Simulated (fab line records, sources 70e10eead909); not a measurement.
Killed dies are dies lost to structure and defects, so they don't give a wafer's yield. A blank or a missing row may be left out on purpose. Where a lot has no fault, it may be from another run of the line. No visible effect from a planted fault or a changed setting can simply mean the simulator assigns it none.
Matching of chambers :: flow nand harc :: NHARC_A_STAIRCASE_DESCUM_252 on rie diel-04 has 4 sister chambers
The step chemistry O2, time 3 s. 16 wafers are shown with their chamber, then 8 later ones without.

## WAFERS WITH THEIR CHAMBER
wafer: L076.1
chamber: 2
showerhead plenum p Torr (Torr): 1.83
oes product au (a.u.): 0.994
rf vpp V (V): 57.5

wafer: L076.2
chamber: 1
showerhead plenum p Torr (Torr): 1.91
oes product au (a.u.): 1.004
rf vpp V (V): 57.5

wafer: L076.3
chamber: 0
showerhead plenum p Torr (Torr): 1.87
oes product au (a.u.): 1.005
rf vpp V (V): 57.3

wafer: L081.1
chamber: 1
showerhead plenum p Torr (Torr): 1.91
oes product au (a.u.): 1.002
rf vpp V (V): 56.6

wafer: L081.3
chamber: 2
showerhead plenum p Torr (Torr): 1.83
oes product au (a.u.): 0.993
rf vpp V (V): 57.3

wafer: L081.5
chamber: 1
showerhead plenum p Torr (Torr): 1.91
oes product au (a.u.): 1.007
rf vpp V (V): 58.6

wafer: L085.2
chamber: 3
showerhead plenum p Torr (Torr): 1.79
oes product au (a.u.): 1.002
rf vpp V (V): 58.0

wafer: L085.3
chamber: 2
showerhead plenum p Torr (Torr): 1.82
oes product au (a.u.): 0.995
rf vpp V (V): 57.7

wafer: L085.4
chamber: 0
showerhead plenum p Torr (Torr): 1.86
oes product au (a.u.): 1.003
rf vpp V (V): 57.0

wafer: L088.1
chamber: 2
showerhead plenum p Torr (Torr): 1.82
oes product au (a.u.): 0.988
rf vpp V (V): 59.1

wafer: L088.3
chamber: 1
showerhead plenum p Torr (Torr): 1.90
oes product au (a.u.): 1.009
rf vpp V (V): 58.5

wafer: L088.5
chamber: 0
showerhead plenum p Torr (Torr): 1.86
oes product au (a.u.): 1.007
rf vpp V (V): 57.1

wafer: L090.1
chamber: 1
showerhead plenum p Torr (Torr): 1.90
oes product au (a.u.): 0.996
rf vpp V (V): 58.6

wafer: L090.4
chamber: 3
showerhead plenum p Torr (Torr): 1.79
oes product au (a.u.): 0.990
rf vpp V (V): 57.1

wafer: L090.5
chamber: 3
showerhead plenum p Torr (Torr): 1.79
oes product au (a.u.): 0.997
rf vpp V (V): 57.1

wafer: L094.1
chamber: 1
showerhead plenum p Torr (Torr): 1.89
oes product au (a.u.): 1.002
rf vpp V (V): 57.9

SIGNATURES, as means of the wafers listed above
reading: showerhead plenum p Torr
chamber 0: 1.8633
chamber 1: 1.9033
chamber 2: 1.8250
chamber 3: 1.7900
scatter within a chamber: 0.00645

reading: oes product au
chamber 0: 1.00500
chamber 1: 1.00333
chamber 2: 0.99250
chamber 3: 0.99633
scatter within a chamber: 0.00421

reading: rf vpp V
chamber 0: 57.133
chamber 1: 57.950
chamber 2: 57.900
chamber 3: 57.400
scatter within a chamber: 0.693
Rule: a wafer lies at a distance from a chamber equal to the root of the sum of squares, over the readings, of (its reading less the chamber's mean, divided by the reading's scatter). The wafer belongs to the nearest chamber; if the next one is less than 2 further off, it can't be placed. The scatter is the square root of a quotient: the sum, over the shown wafers, of each reading's squared deviation from its chamber's mean, divided by wafers minus chambers.

## WAFERS WITHOUT THEIR CHAMBER
wafer: L094.2
showerhead plenum p Torr (Torr): 1.78
oes product au (a.u.): 0.986
rf vpp V (V): 57.5

wafer: L094.3
showerhead plenum p Torr (Torr): 1.85
oes product au (a.u.): 1.004
rf vpp V (V): 57.3

wafer: L096.2
showerhead plenum p Torr (Torr): 1.85
oes product au (a.u.): 1.012
rf vpp V (V): 57.5

wafer: L096.4
showerhead plenum p Torr (Torr): 1.81
oes product au (a.u.): 0.994
rf vpp V (V): 57.6

wafer: L096.5
showerhead plenum p Torr (Torr): 1.90
oes product au (a.u.): 1.017
rf vpp V (V): 58.4

wafer: L093.1
showerhead plenum p Torr (Torr): 1.89
oes product au (a.u.): 0.989
rf vpp V (V): 57.8

wafer: L093.2
showerhead plenum p Torr (Torr): 1.78
oes product au (a.u.): 0.995
rf vpp V (V): 56.3

wafer: L093.3
showerhead plenum p Torr (Torr): 1.82
oes product au (a.u.): 0.978
rf vpp V (V): 58.8

## WHICH CHAMBER EACH WENT THROUGH
wafer: L094.2
from the rows above: 3
in truth: 3

wafer: L094.3
from the rows above: 0
in truth: 0

wafer: L096.2
from the rows above: 0
in truth: 0

wafer: L096.4
from the rows above: can't be placed: 2 or 3
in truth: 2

wafer: L096.5
from the rows above: 1
in truth: 1

wafer: L093.1
from the rows above: can't be placed: 1 or 0
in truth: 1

wafer: L093.2
from the rows above: 3
in truth: 3

wafer: L093.3
from the rows above: 2
in truth: 2
Correct placement for 6 of the 8. Can't be placed from these rows: 2 (the true chamber is among the candidates in 2). Number placed wrongly: 0.
